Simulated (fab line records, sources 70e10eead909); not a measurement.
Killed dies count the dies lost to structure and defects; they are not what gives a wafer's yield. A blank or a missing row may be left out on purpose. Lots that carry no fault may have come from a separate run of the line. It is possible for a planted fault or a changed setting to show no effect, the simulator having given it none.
Chamber matching || flow nand harc || NHARC_A_BLC_ALD_23 on ald metal-03 has 4 sister chambers
The step deposits TiN, target thk 3 nm, pulse time 1 s, ald cycles 150. 8 wafers are shown with their chamber, then 9 later ones without.

## WAFERS WITH THEIR CHAMBER
{"wafer": "L075.3", "chamber": 1, "heater power w (W)": 1033, "precursor pulse height rel": 1.005}
{"wafer": "L075.5", "chamber": 3, "heater power w (W)": 1076, "precursor pulse height rel": 0.982}
{"wafer": "L075.2", "chamber": 3, "heater power w (W)": 1075, "precursor pulse height rel": 0.970}
{"wafer": "L079.3", "chamber": 1, "heater power w (W)": 1014, "precursor pulse height rel": 1.008}
{"wafer": "L079.4", "chamber": 0, "heater power w (W)": 1049, "precursor pulse height rel": 1.033}
{"wafer": "L080.1", "chamber": 0, "heater power w (W)": 1061, "precursor pulse height rel": 1.013}
{"wafer": "L080.4", "chamber": 2, "heater power w (W)": 1309, "precursor pulse height rel": 1.006}
{"wafer": "L080.5", "chamber": 2, "heater power w (W)": 1292, "precursor pulse height rel": 1.015}

## WAFERS WHOSE CHAMBER IS MISSING
{"wafer": "L084.1", "heater power w (W)": 1318, "precursor pulse height rel": 0.982}
{"wafer": "L084.3", "heater power w (W)": 1065, "precursor pulse height rel": 0.979}
{"wafer": "L084.6", "heater power w (W)": 1302, "precursor pulse height rel": 1.070}
{"wafer": "L091.3", "heater power w (W)": 1064, "precursor pulse height rel": 1.005}
{"wafer": "L091.4", "heater power w (W)": 1011, "precursor pulse height rel": 1.027}
{"wafer": "L091.5", "heater power w (W)": 1053, "precursor pulse height rel": 0.997}
{"wafer": "L095.1", "heater power w (W)": 1298, "precursor pulse height rel": 0.976}
{"wafer": "L095.2", "heater power w (W)": 999, "precursor pulse height rel": 0.988}
{"wafer": "L095.4", "heater power w (W)": 1076, "precursor pulse height rel": 1.024}

## WHICH CHAMBER EACH WENT THROUGH
{"wafer": "L084.1", "from the rows above": 2, "in truth": 2}
{"wafer": "L084.3", "from the rows above": 3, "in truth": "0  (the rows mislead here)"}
{"wafer": "L084.6", "from the rows above": 2, "in truth": 2}
{"wafer": "L091.3", "from the rows above": "can't be placed: 0 or 3 or 1", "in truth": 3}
{"wafer": "L091.4", "from the rows above": "can't be placed: 1 or 0", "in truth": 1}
{"wafer": "L091.5", "from the rows above": "can't be placed: 0 or 1 or 3", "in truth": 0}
{"wafer": "L095.1", "from the rows above": 2, "in truth": 2}
{"wafer": "L095.2", "from the rows above": 1, "in truth": 1}
{"wafer": "L095.4", "from the rows above": 0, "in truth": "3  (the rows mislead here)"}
Correctly placed: 4 of 9. Cannot be placed on the basis of these rows: 3; the candidates contain the true chamber in 3. Wrongly placed: 2.
How it was worked out, from the rows above alone: a wafer's distance from a chamber is the root of the sum, over the readings, of the square of ((its reading less the chamber's mean) divided by the reading's scatter). If the next closest chamber is less than 2 further off than the closest, the wafer can't be placed; otherwise it belongs to the closest. The mean given for a chamber averages the wafers shown for that chamber. The scatter: take each reading less its chamber's mean, square it, sum over the shown wafers, divide by the number of wafers less the number of chambers, and take the root.
